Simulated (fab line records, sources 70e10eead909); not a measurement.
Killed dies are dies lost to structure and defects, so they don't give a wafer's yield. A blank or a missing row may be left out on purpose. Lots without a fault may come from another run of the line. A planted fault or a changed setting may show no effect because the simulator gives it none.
A struck lot beside a sound one | flow nand_harc | 42 steps out of a route of 1159
Sound: wafers L440.2, L440.3, L440.4. Struck: wafers L454.1, L454.2, L454.3. The cause comes at the end.
At each step with rows: each side's tool, then ch and its chambers, then its first start. Under that, the readings that differ: sound wafers | struck wafers | difference of the means | sigmas: that difference in standard deviations of wafers without a fault.
alike: readings whose means differ by less than 2 such deviations, and words and numbers that are the same on both sides. not compared: withheld readings, readings that some wafer has no value for, bounds like >300 that may hide the same value, and numbers for which the record gives no deviation and whose values overlap.
The two part at a step that has a row with sigmas, a row that says differs or no value, or rows on one side only. Numbers that don't overlap but have no deviation are shown without sigmas and don't part them. A reading that every wafer of one side lacks parts them only if that side has two wafers or more.

first, 4 steps without rows for these wafers: NHARC_A_SGD_CUT_PRECLEAN_18 (cleans in SC1); NHARC_A_SGD_CUT_SRD_19; NHARC_A_SGD_CUT_DEP_20 (deposits SiO2, target thk 150 nm); NHARC_A_SGD_CUT_ANNEAL_27 (time 1800 s).
NHARC_A_SGD_CUT_CMP_21: polishes, target thk 148.19 nm.
  sound on cmp-03 ch 0,1,2, day 14 17:42; struck on cmp-02 ch 0,2,3, day 17 10:59
  alike: motor_current_A, time_to_endpoint_s
NHARC_A_SGD_CUT_THK_MEAS_22: measures by ellipsometry.
  sound on film_metro-02, day 14 17:58; struck on film_metro-01, day 17 11:14
  alike: thk_nm
then, 4 steps without rows for these wafers: NHARC_A_SGD_CUT_SRD_23; NHARC_A_SGD_CUT_ETCH_26 (etches SiO2 in dHF, target depth 45.8 nm); NHARC_A_SGD_CUT_ETCHBACK_24 (etches the open film in CH3F/O2, target depth 50 nm, time 92.857 s); NHARC_A_SGD_CUT_STRIP_28 (strips in O2, time 20 s).
NHARC_A_SGD_CUT_INSPECT_25:
  sound on defect_inspect-02, day 14 18:26; struck on defect_inspect-01, day 17 11:44
  alike: raw_defect_count
then, 1 step without rows for these wafers: NHARC_A_SLIT_DEP_25 (deposits SiO2, target thk 200 nm).
NHARC_A_SLIT_DEP_00: deposits aC, target thk 3200 nm.
  sound on acl_dep-02 ch 0, day 14 20:41; struck on acl_dep-01 ch 0, day 17 12:08
  alike: throttle_valve_pct
then, 9 steps without rows for these wafers: NHARC_A_SLIT_DEP_23 (deposits SiON, target thk 100 nm); NHARC_A_SLIT_DEHYDRATE_01 (time 120 s); NHARC_A_SLIT_HMDS_02 (time 30 s); NHARC_A_SLIT_COAT_03 (resist thk 90 nm); NHARC_A_SLIT_SOFTBAKE_04 (time 55 s); NHARC_A_SLIT_EBR_05; NHARC_A_SLIT_EXPOSE_06 (exposes mask SLIT); NHARC_A_SLIT_PEB_07 (peb time 65 s); NHARC_A_SLIT_DEVELOP_08 (develop time 35 s).
NHARC_A_SLIT_CD_MEAS_09: target cd 300 nm.
  sound on cd_sem-02 ch 0, day 14 23:07; struck on cd_sem-02 ch 0, day 17 14:47
  alike: cd_nm
NHARC_A_SLIT_OVL_MEAS_10:
  sound on overlay-01, day 14 23:12; struck on overlay-01, day 17 14:53
  reading           | sound       | struck        | difference | sigmas
  overlay_x_nm (nm) | 1.5 1.6 1.4 | -0.5 0.0 -0.3 | -1.8       | -2
  alike: overlay_y_nm
NHARC_A_SLIT_INSPECT_11:
  sound on defect_inspect-01, day 14 23:14; struck on defect_inspect-01, day 17 14:55
  reading          | sound    | struck      | difference | sigmas
  raw_defect_count | 21 32 19 | 294 299 311 | +277       | +28
NHARC_A_SLIT_DESCUM_14: chemistry O2, time 3 s.
  sound on rie_diel-01 ch 0,1,2, day 14 23:18; struck on rie_diel-11 ch 0,1,3, day 17 14:59
  reading                | sound | struck | difference | sigmas
  rf_hours_counter_h (h) | 1 1 1 | 2 2 2  | +1         |
  alike: drypump_motor_current_A, oes_product_au, rf_vpp_V, showerhead_plenum_p_Torr, throttle_valve_pct
then, 1 step without rows for these wafers: NHARC_A_SLIT_ETCH_24 (etches the open film in CF4/CHF3, target depth 121 nm, time 60.5 s).
NHARC_A_SLIT_ETCH_15: etches the open film in O2/COS, target depth 3200 nm, time 832 s.
  sound on rie_diel-01 ch 0,2,3; struck on rie_diel-11 ch 0,1,2
  reading                | sound | struck | difference | sigmas
  rf_hours_counter_h (h) | 1 1 1 | 2 3 2  | +1         |
  alike: drypump_motor_current_A, oes_product_au, rf_vpp_V, showerhead_plenum_p_Torr, throttle_valve_pct
NHARC_A_SLIT_ETCH_17: etches the open film in C4F8/O2/Ar, time 1687.5 s, target depth 10100 nm.
  sound on har_etch-01 ch 0,1, day 15 01:54; struck on har_etch-01 ch 0,1, day 17 15:46
  alike: drypump_motor_current_A, he_backside_leak_sccm, showerhead_plenum_p_Torr, throttle_valve_pct
  not compared: rf_hours_counter_h
then, 3 steps without rows for these wafers: NHARC_A_SLIT_ETCH_26 (etches the open film in C4F8/O2/Ar, time 90 s, target depth 400 nm); NHARC_A_SLIT_STRIP_28 (strips in O2/COS); NHARC_A_SLIT_ETCH_29 (etches the open film in CF4/O2, target depth 100 nm, overetch 10 nm, time 55 s).
NHARC_A_SLIT_STRIP_18: strips in O2.
  sound on rie_diel-12 ch 0,2,3; struck on rie_diel-12 ch 0,1,2
  reading                | sound | struck | difference | sigmas
  rf_hours_counter_h (h) | 7 6 6 | 1 1 0  | -6         |
  alike: drypump_motor_current_A, oes_product_au, rf_vpp_V, showerhead_plenum_p_Torr, throttle_valve_pct
then, 2 steps without rows for these wafers: NHARC_A_SLIT_PRECLEAN_19 (cleans in SC1); NHARC_A_SLIT_SRD_20.
NHARC_A_SLIT_CD_MEAS_21:
  sound on cd_sem-01, day 15 04:16; struck on cd_sem-03, day 17 18:22
  reading    | sound             | struck            | difference | sigmas
  cd_nm (nm) | 288.7 287.2 287.7 | 289.8 290.0 289.4 | +1.9       | +2
then, 3 steps without rows for these wafers: NHARC_A_SIN_REMOVE_WET_00 (chemistry H3PO4, time 15300 s); NHARC_A_SIN_REMOVE_PRECLEAN_01 (cleans in SC1); NHARC_A_SIN_REMOVE_SRD_02.
NHARC_A_SIN_REMOVE_INSPECT_04:
  sound on defect_inspect-01, day 15 11:58; struck on defect_inspect-01, day 18 02:02
  reading          | sound       | struck      | difference | sigmas
  raw_defect_count | 198 223 265 | 610 564 587 | +358       | +4
then, 1 step without rows for these wafers: NHARC_A_WL_FILL_ALD_00 (deposits Al2O3, target thk 3 nm, pulse time 3 s, ald cycles 30).
-- the record jumps here: 5 days lie between the struck wafers' starts before and after (it left off in module A_WL_FILL and takes up again in module END, whose first step shown is number 1159 of the route) --
NHARC_END_SORT_01:
  sound on prober-02 ch 0, day 20 18:47; struck on prober-01 ch 0, day 22 19:13
  reading         | sound    | struck   | difference | sigmas
  killed_at_array | 17 26 20 | 83 88 85 | +64        | +6
  killed_dies     | 18 30 26 | 85 95 87 | +64        | +6
  alike: killed_at_other, killed_at_periphery, killed_open, killed_short

WHERE THEY PART
First at NHARC_A_SLIT_OVL_MEAS_10; last, within this record, at NHARC_END_SORT_01.

WHY: what the simulator had put in
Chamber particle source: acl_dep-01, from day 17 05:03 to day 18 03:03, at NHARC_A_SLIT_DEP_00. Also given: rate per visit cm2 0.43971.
